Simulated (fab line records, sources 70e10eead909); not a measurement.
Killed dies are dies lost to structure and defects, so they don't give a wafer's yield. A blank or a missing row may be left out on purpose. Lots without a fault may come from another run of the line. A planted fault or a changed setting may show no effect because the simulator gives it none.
fab line records | flow nand_harc
record lots=6 wafers=18 last_day=24
route steps=1159 shown A_CONTACT@840
lots that met no fault: from a run of the same line without faults
start_h: hours from the record's first day to the start of the lot's first wafer shown | wait_h: hours since the lot's step before | " the same as in the row above | L1.1+2: a row that stands for several wafers | - no value, or no start given | * or withheld: withheld | < > ~ a bound
route shown NAME@n: a module of which the file shows steps, and the number in the route of the first | usual: mean/standard deviation of fault-free wafers | same: alike in all rows | chamber/n: place in a boat | sites: the reading at each site | _std_site: their standard deviation | _edge_site: outer sites' mean less inner sites' | radius_mm: how far each site lies from the wafer's centre | mask NAME#n: copy n | behind: the tool/chamber that last shaped the wafer | hold: why the lot was held/for how many hours/how that ended | device: the transistor (n, p or np) that didn't switch | end of line: the same wafers' tests at the end of the route | a step without rows: its recipe alone | killed: dies lost to structure and defects at the first sort, not the wafer's yield | map: a wafer's dies, x killed, . not, _ none there
set.NAME: the setting as run; set.NAME@STEP: as run at that earlier step | model.NAME: the simulator's own value behind a step, which no gauge read
lots at some steps of the route; a table a step, a row a wafer
services: from which hour (start_h, from the record's first day; less than 0 if before it) a tool's chamber was out of use, for how many hours, and why
## steps
# step NHARC_A_CONTACT_DEP_24
# recipe target_thk_a=5000 temp_c=400 pressure_torr=6.5 rf_w=900 teos_flow_sccm=161.4 flow_sccm=2650 target_thk_nm=500 gas=O2 material=SiO2
# usual heater_power_w=556/77 rf_fwd_power_W=898.9/2.6 throttle_valve_pct=15.9/0.58
# columns lot.wafer tool chamber start_h wait_h heater_power_w rf_fwd_power_W throttle_valve_pct
L963.3 pecvd-02 0 368.91 0.1 496 898.1 15.6
L963.1 " 1 " " 422 903.7 15.9
L963.2 " 2 " " 416 898.6 15.7
L970.2 pecvd-02 1 421.98 0.6 538 898.0 16.1
L970.3 " 2 " " 503 899.8 15.8
L970.6 " 0 " " 525 897.7 15.9
L975.2 pecvd-03 0 450.83 0.1 524 901.2 17.0
L975.3 " 1 " " 659 899.5 15.9
L975.6 " 1 " " 680 896.8 16.2
L974.3 pecvd-03 2 463.93 0.2 738 901.4 17.1
L974.1 " 0 " " 523 893.9 17.2
L974.6 " 1 " " 675 902.0 16.0
L977.1 pecvd-01 2 463.93 0.2 575 893.7 15.1
L977.2 " 1 " " 574 896.9 16.5
L977.6 " 1 " " 578 898.0 16.1
L983.1 pecvd-02 2 499.73 0.1 543 896.5 16.0
L983.2 " 0 " " 529 896.5 15.9
L983.4 " 0 " " 549 896.1 15.9
# step NHARC_A_CONTACT_DEP_28
# recipe target_thk_a=36000 temp_c=400 material=aC
# usual throttle_valve_pct=35.001/0.0089
# columns lot.wafer tool chamber start_h wait_h throttle_valve_pct
L963.1 acl_dep-02 0 369.51 0.1 35.022
L963.2 " 0 " " 34.995
L963.3 " 0 " " 34.987
L970.2 acl_dep-01 0 422.90 0.4 34.994
L970.3 " 0 " " 34.989
L970.6 " 0 424.40 1.9 35.018
L975.2 acl_dep-02 0 453.64 2.3 34.992
L975.3 " 0 " " 34.991
L975.6 " 0 455.10 3.7 35.000
L974.1 acl_dep-03 0 464.49 0.1 35.011
L974.3 " 0 " " 35.013
L974.6 " 0 466.31 1.9 34.996
L977.1 acl_dep-01 0 465.59 1.1 35.008
L977.2 " 0 " " 35.002
L977.6 " 0 467.42 2.9 34.990
L983.1 acl_dep-01 0 500.31 0.1 35.006
L983.2 " 0 " " 34.995
L983.4 " 0 " " 35.006
# step NHARC_A_CONTACT_DEP_29
# recipe target_thk_a=700 target_thk_nm=70 temp_c=400 pressure_torr=3.5 flow_sccm=200 rf_w=350 material=SiON
# usual heater_power_w=766/79 rf_fwd_power_W=348.4/1
# columns lot.wafer tool chamber start_h wait_h heater_power_w rf_fwd_power_W
L963.2 pecvd-02 2 371.75 1.5 706 348.8
L963.3 " 0 " " 650 350.4
L963.1 " 1 " " 711 347.8
L970.3 pecvd-03 1 424.86 1.2 895 349.0
L970.2 " 2 " " 939 348.7
L970.6 " 0 " " 804 347.9
L975.3 pecvd-01 0 455.48 1.1 797 347.1
L975.2 " 1 " " 722 348.0
L975.6 " 2 " " 875 348.1
L974.3 pecvd-02 1 466.73 1.1 689 349.4
L974.1 " 2 " " 736 349.9
L974.6 " 0 " " 649 348.2
L977.2 pecvd-03 2 467.84 1.5 942 348.3
L977.1 " 0 " " 820 348.5
L977.6 " 0 " " 785 349.4
L983.2 pecvd-01 1 502.59 1.5 793 348.7
L983.1 " 0 " " 734 347.8
L983.4 " 0 " " 769 349.9
# step NHARC_A_CONTACT_DEHYDRATE_32
# recipe temp_c=150 time_s=120
# step NHARC_A_CONTACT_HMDS_33
# recipe time_s=30
# step NHARC_A_CONTACT_COAT_34
# recipe temp_c=260 time_s=75
# step NHARC_A_CONTACT_COAT_35
# recipe temp_c=225 time_s=65
# step NHARC_A_CONTACT_COAT_36
# recipe spin_rpm=1500 resist_thk_nm=90
# step NHARC_A_CONTACT_SOFTBAKE_37
# recipe temp_c=105 time_s=55
# step NHARC_A_CONTACT_EBR_38
# step NHARC_A_CONTACT_EXPOSE_39
# recipe na=1.35 sigma_outer=0.8 dose_mj=58.79 mask_id=A_CC_3
# step NHARC_A_CONTACT_PEB_40
# recipe peb_temp_c=100 peb_time_s=65
# usual chill_plate_temp_C=22.99/0.12 exhaust_pa=45.1/1
# columns lot.wafer tool chamber start_h wait_h chill_plate_temp_C exhaust_pa
L963.1 litho_track-01 0 372.39 0.1 22.99 45.4
L963.2 " 0 " " 22.99 44.5
L963.3 " 0 " " 22.93 46.0
L970.2 litho_track-06 0 425.48 0.1 22.91 43.8
L970.3 " 0 " " 22.94 44.7
L970.6 " 0 " " 23.01 42.9
L975.2 litho_track-01 - 456.12 0.1 - -
L975.3 " - " " - -
L975.6 " - " " - -
L974.1 litho_track-04 - 467.34 0.1 - -
L974.3 " - " " - -
L974.6 " - " " - -
L977.1 litho_track-04 0 468.45 0.1 23.03 46.6
L977.2 " 0 " " 22.97 45.1
L977.6 " 0 " " 22.96 47.0
L983.1 litho_track-01 0 503.23 0.1 23.07 45.9
L983.2 " 0 " " 23.09 46.0
L983.4 " 0 " " 23.04 45.7
# step NHARC_A_CONTACT_DEVELOP_41
# recipe develop_time_s=35 dev_temp_c=23
## services
# columns tool chamber start_h hours kind
pecvd-02 0 347.15 - clean
pecvd-02 1 347.15 - clean
pecvd-02 2 347.15 - clean
acl_dep-02 - 351.03 13.0 pm
litho_track-01 - 376.45 - consumable_replace:filter
acl_dep-03 - 405.65 13.0 pm
pecvd-01 - 418.47 13.0 pm
pecvd-01 0 418.47 13.0 vent_cycle
pecvd-01 1 418.47 13.0 vent_cycle
pecvd-01 2 418.47 13.0 vent_cycle
pecvd-01 0 431.47 - clean
litho_track-01 - 443.00 7.0 pm
pecvd-02 - 462.81 3.0 repair
litho_track-06 - 467.00 7.0 pm
pecvd-03 - 473.13 13.0 pm
pecvd-03 0 473.13 13.0 vent_cycle
pecvd-03 1 473.13 13.0 vent_cycle
pecvd-03 2 473.13 13.0 vent_cycle
acl_dep-01 - 475.47 13.0 pm
pecvd-03 0 486.13 - clean
pecvd-03 1 486.13 - clean
pecvd-03 2 486.13 - clean
litho_track-04 - 491.00 7.0 pm
pecvd-02 2 492.90 3.2 repair
## key
first_sign step=NHARC_A_CONTACT_PEB_40 reading=tool_record direction=missing
effect none on later readings
met_at NHARC_A_CONTACT_PEB_40
struck_wafers L974.1,L974.3,L974.6,L975.2,L975.3,L975.6
later_rows_left_out L974.1,L974.3,L974.6,L975.2,L975.3,L975.6
sort_left_out L974.1,L974.3,L974.6,L975.2,L975.3,L975.6
tester_left_out L974,L975
onset_between 372.39 456.12
fault kind=skipped_step_whole tool=litho_track-01,litho_track-04 chamber=- onset_h=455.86 steps=NHARC_A_CONTACT_PEB_40 scope=struck_lots_only
# tester_left_out: of these lots the tester's yield and bins aren't shown, on N5 and GAA mostly nor the transistor test; their killed dies are dies lost to structure and defects alone, not to doping, threshold or leakage, so they don't give the yield
# sort_left_out: the simulated sort isn't trusted on such a fault, so these wafers' sort isn't shown, and their yield isn't known
# later_rows_left_out: the simulator's readings of these wafers behind a module that went badly wrong aren't trusted and aren't shown, but for the sort
